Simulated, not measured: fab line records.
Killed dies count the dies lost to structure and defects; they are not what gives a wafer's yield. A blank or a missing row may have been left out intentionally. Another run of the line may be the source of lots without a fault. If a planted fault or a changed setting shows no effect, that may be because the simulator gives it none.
A lot that was struck, set against a sound lot | flow nand-harc | 43 out of 1302 route steps
Sound: these wafers, L733.1, L733.3, L733.6. Struck: wafers L742.2, L742.3, L742.5. The cause is given at the end.
At each step with rows: each side's tool, then ch and its chambers, then its first start. Under that, the readings that differ: sound wafers | struck wafers | difference of the means | sigmas: that difference in standard deviations of wafers without a fault.
alike: words and numbers the same on both sides, and readings whose means are apart by under 2 such deviations; not compared: readings that were withheld, readings missing a value for some wafer, numbers with overlapping values and no deviation given by the record, and bounds like >300 which may hide the same value.
A row with sigmas, a row that says differs or no value, or rows on one side alone: a step with any of these is where the two part. Numbers that have no deviation but don't overlap get no sigmas and don't part them. A reading that every wafer of one side lacks parts them only if that side has two wafers or more.

NHARC_P_ZERO_WELL_CD_MEAS_11: target cd 500 nm.
  sound on cd-sem-01 ch 0, day 1 21:14; struck on cd-sem-02 ch 0, day 5 15:07
  alike: cd-nm
then, 1 step without rows for these wafers: NHARC_P_ZERO_WELL_HARDBAKE_12 (time 65 s).
NHARC_P_ZERO_WELL_DESCUM_13: chemistry O2, time 3 s.
  sound on rie-diel-13 ch 1,3, day 1 21:24; struck on rie-diel-04 ch 1,2,3, day 5 15:18
  alike: drypump-motor-current-A, oes-product-au, rf-vpp-V, showerhead-plenum-p-Torr, throttle-valve-pct
  not compared: rf-hours-counter-h
NHARC_P_ZERO_WELL_ETCH_65: etches the open film in N2/H2, target depth 80 nm, overetch 24 nm, time 87.88 s.
  sound on rie-diel-13 ch 0,2,3, day 1 21:29; struck on rie-diel-04 ch 0,1,2, day 5 15:22
  reading                | sound                | struck               | difference | sigmas
  throttle-valve-pct (%) | 14.177 14.189 14.176 | 14.173 14.156 14.156 | -0.019     | -2
  alike: drypump-motor-current-A, oes-product-au, rf-vpp-V, showerhead-plenum-p-Torr
  not compared: rf-hours-counter-h
then, 1 step without rows for these wafers: NHARC_P_ZERO_WELL_ETCH_62 (etches the open film in CHF3/Ar, target depth 13 nm, time 6.5 s).
NHARC_P_ZERO_WELL_ETCH_63: etches the open film in HBr/Cl2, target depth 120 nm, time 40.1 s.
  sound on rie-si-06 ch 0,1,2, day 1 21:40; struck on rie-si-01 ch 0,3, day 5 15:32
  alike: drypump-motor-current-A, oes-product-au, throttle-valve-pct
  not compared: rf-hours-counter-h
then, 6 steps without rows for these wafers: NHARC_P_ZERO_WELL_STRIP_15 (strips in SPM, time 900 s); NHARC_P_ZERO_WELL_DEHYDRATE_16 (time 120 s); NHARC_P_ZERO_WELL_HMDS_17 (time 30 s); NHARC_P_ZERO_WELL_COAT_18; NHARC_P_ZERO_WELL_SOFTBAKE_19 (time 95 s); NHARC_P_ZERO_WELL_EBR_20.
NHARC_P_ZERO_WELL_EXPOSE_21: exposes mask P NWELL, target cd 720 nm.
  sound on krf-scanner-01 ch 0, day 1 22:25; struck on krf-scanner-01 ch 0, day 5 16:12
  reading                             | sound             | struck            | difference | sigmas
  model.P_ZERO_WELL.overlay-x-nm (nm) | 2.328 2.328 2.328 | 248.5 248.5 248.5 | +246.2     |
  alike: mask
then, 2 steps without rows for these wafers: NHARC_P_ZERO_WELL_PEB_22 (peb time 85 s); NHARC_P_ZERO_WELL_DEVELOP_23 (time 70 s).
NHARC_P_ZERO_WELL_CD_MEAS_24: target cd 720 nm.
  sound on cd-sem-02 ch 0, day 1 22:35; struck on cd-sem-01 ch 0, day 5 16:22
  alike: cd-nm
then, 1 step without rows for these wafers: NHARC_P_ZERO_WELL_HARDBAKE_25 (time 80 s).
NHARC_P_ZERO_WELL_DESCUM_26: chemistry O2, time 3 s.
  sound on rie-diel-13 ch 0,3, day 1 22:44; struck on rie-diel-11 ch 0,1,2, day 5 16:32
  alike: drypump-motor-current-A, oes-product-au, rf-vpp-V, showerhead-plenum-p-Torr, throttle-valve-pct
  not compared: rf-hours-counter-h
then, 12 steps without rows for these wafers: NHARC_P_ZERO_WELL_IMPLANT_27; NHARC_P_ZERO_WELL_IMPLANT_57; NHARC_P_ZERO_WELL_IMPLANT_58; NHARC_P_ZERO_WELL_STRIP_28 (strips in SPM, time 840 s); NHARC_P_ZERO_WELL_DEHYDRATE_29 (time 120 s); NHARC_P_ZERO_WELL_HMDS_30 (time 30 s); NHARC_P_ZERO_WELL_COAT_31; NHARC_P_ZERO_WELL_SOFTBAKE_32 (time 95 s); NHARC_P_ZERO_WELL_EBR_33; NHARC_P_ZERO_WELL_EXPOSE_34 (exposes mask P PWELL, target cd 720 nm); NHARC_P_ZERO_WELL_PEB_35 (peb time 85 s); NHARC_P_ZERO_WELL_DEVELOP_36 (time 70 s).
NHARC_P_ZERO_WELL_CD_MEAS_37: target cd 720 nm.
  sound on cd-sem-01 ch 0, day 2 00:07; struck on cd-sem-02 ch 0, day 5 18:00
  alike: cd-nm
then, 1 step without rows for these wafers: NHARC_P_ZERO_WELL_HARDBAKE_38 (time 80 s).
NHARC_P_ZERO_WELL_DESCUM_39: chemistry O2, time 3 s.
  sound on rie-diel-04 ch 0,3, day 2 00:17; struck on rie-diel-04 ch 0,1, day 5 18:10
  alike: drypump-motor-current-A, oes-product-au, rf-vpp-V, showerhead-plenum-p-Torr, throttle-valve-pct
  not compared: rf-hours-counter-h
then, 9 steps without rows for these wafers: NHARC_P_ZERO_WELL_IMPLANT_40; NHARC_P_ZERO_WELL_IMPLANT_59; NHARC_P_ZERO_WELL_IMPLANT_60; NHARC_P_ZERO_WELL_STRIP_41 (strips in SPM, time 840 s); NHARC_P_ZERO_WELL_DEHYDRATE_44 (time 120 s); NHARC_P_ZERO_WELL_HMDS_45 (time 30 s); NHARC_P_ZERO_WELL_COAT_46; NHARC_P_ZERO_WELL_SOFTBAKE_47 (time 95 s); NHARC_P_ZERO_WELL_EBR_48.
-- break in the record here, with 23 days between the starts of the struck wafers on either side (left off in module P_ZERO_WELL, picked up again in module END, where the first step shown is number 1302 on the route) --
NHARC_END_SORT_01:
  sound on prober-01 ch 0, day 24 13:43; struck on prober-02 ch 0, day 28 07:37
  reading             | sound    | struck                                                               | difference                   | sigmas
  hold                | - - -    | await-dispo/1.8h/scrap await-dispo/1.8h/scrap await-dispo/1.8h/scrap | no value on the sound wafers |
  killed-at-periphery | 1 2 1    | 615 613 615                                                          | +613                         | +99 or more
  killed-dies         | 74 61 72 | 677 677 677                                                          | +608                         | +38
  alike: killed-at-array, killed-at-other, killed-open, killed-short

== WHERE THEY PART ==
At NHARC_P_ZERO_WELL_ETCH_65 first; at NHARC_END_SORT_01 last (within this record only).

WHY: what the simulator had put in
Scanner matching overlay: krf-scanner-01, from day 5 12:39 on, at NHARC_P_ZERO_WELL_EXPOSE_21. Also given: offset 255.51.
